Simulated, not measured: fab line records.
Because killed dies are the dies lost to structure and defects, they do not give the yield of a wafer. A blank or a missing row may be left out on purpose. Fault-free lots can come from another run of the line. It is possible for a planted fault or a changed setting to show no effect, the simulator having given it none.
Matching of chambers	flow nand-harc	cmp-03 running NHARC_P_BONDPAD_CMP_32: 4 sister chambers
The step polishes SiCN, target thk 200 nm. 8 wafers are shown with their chamber, then 8 later ones without.

WAFERS WITH THEIR CHAMBER
wafer	chamber	motor-current-A (A)	slurry-filter-dp-kPa (kPa)
L074.5	3	12.6	13.25
L078.4	2	11.9	13.62
L079.2	3	12.4	13.67
L079.6	1	13.0	13.61
L081.1	0	9.9	13.54
L081.3	2	12.8	13.49
L081.5	0	10.5	13.61
L090.3	1	12.9	13.59

WAFERS WITH NO CHAMBER GIVEN
wafer	motor-current-A (A)	slurry-filter-dp-kPa (kPa)
L090.4	10.1	13.53
L090.5	12.3	13.68
L092.1	12.1	13.43
L092.2	11.5	13.78
L092.6	11.8	13.21
L096.1	12.2	13.61
L096.2	11.9	13.36
L096.4	10.1	13.50

WHICH CHAMBER EACH ONE RAN IN
wafer	from the rows above	in truth
L090.4	0	0
L090.5	can't be placed: 2 or 3 or 1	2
L092.1	can't be placed: 2 or 3 or 1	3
L092.2	can't be placed: 2 or 3 or 0 or 1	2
L092.6	can't be placed: 3 or 2 or 1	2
L096.1	can't be placed: 2 or 3 or 1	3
L096.2	can't be placed: 3 or 2 or 1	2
L096.4	0	0
Placed correctly: 2 of 8. From these rows, 6 cannot be placed; in 6 the true chamber is one of the candidates. Placed wrongly: 0.
How it was worked out, from the rows above alone: a wafer's distance from a chamber is the root of the sum, over the readings, of the square of ((its reading less the chamber's mean) divided by the reading's scatter). If the next closest chamber is less than 2 further off than the closest, the wafer can't be placed; otherwise it belongs to the closest. The mean given for a chamber averages the wafers shown for that chamber. How the scatter is found: for the shown wafers, subtract from each reading the mean of its chamber, square and add these, divide the total by (wafers less chambers), then take the root.
